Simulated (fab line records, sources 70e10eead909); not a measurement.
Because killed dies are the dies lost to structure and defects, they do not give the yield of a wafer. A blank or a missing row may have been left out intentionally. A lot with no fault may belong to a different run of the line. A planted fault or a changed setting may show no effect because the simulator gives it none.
Which of the tools did it? ; flow nandHarc ; 7 lots with 21 wafers sampled at 2 steps, on a route of 1159 steps

## WHAT THE GAUGES SHOWED, per wafer
NHARC_P_ZERO_WELL_CD_MEAS_52: target cd 2000 nm.
lot;measured;on;cdNm (nm)
L367;day 2 11:31;cdSem-02;1999.0 2000.7 2001.3
L370;day 3 05:53;cdSem-01;1996.4 1998.8 2002.2
L374;day 4 05:29;cdSem-01;2003.0 2002.0 1998.0
L376;day 4 18:05;cdSem-01;1998.6 2000.7 1999.7
L379;day 5 12:07;cdSem-03;2000.0 2000.4 1999.6
L381;day 5 23:50;cdSem-02;2001.0 2003.0 2002.2
L384;day 6 17:34;cdSem-02;1998.7 1999.6 1999.8

## WHAT TOOL EACH LOT RAN ON (gives the tool, then ch and the chambers of the sampled wafers, and finally the start)
lot;NHARC_P_ZERO_WELL_ETCH_62
L367;rieDiel-06 ch 0,2,3, day 2 11:31 or earlier
L370;rieDiel-11 ch 1,2,3, day 3 05:53 or earlier
L374;rieDiel-06 ch 0,1,2, day 4 05:29 or earlier
L376;rieDiel-06 ch 1,2, day 4 18:05 or earlier
L379;rieDiel-06 ch 2,3, day 5 12:07 or earlier
L381;rieDiel-11 ch 0,1,3, day 5 23:50 or earlier
L384;rieDiel-11 ch 1,2, day 6 17:34 or earlier
- NHARC_P_ZERO_WELL_ETCH_62: etches the open film in CHF3/Ar, target depth 13 nm, time 6.5 s.

## THE ANSWER, worked out from the rows above alone
Rule: usual is defined by the lots themselves. Put in order of their means at a reading, lots are off if they are a third of the lots or fewer, leave a main group of 4 or more, and stand apart from it by a gap of 3 or more times the standard deviation of the main group's means; of several such gaps the widest counts. A main group whose means are all the same, to the digits that the tables above print for the reading, isn't used. A lot without any number at a reading at which 4 lots or more have one is off too. Any other lot the step has rows for is counted as sound.
Across all readings shown, no lot is off: no conclusion can be drawn from this.

## WHAT WAS PUT IN BY THE SIMULATOR
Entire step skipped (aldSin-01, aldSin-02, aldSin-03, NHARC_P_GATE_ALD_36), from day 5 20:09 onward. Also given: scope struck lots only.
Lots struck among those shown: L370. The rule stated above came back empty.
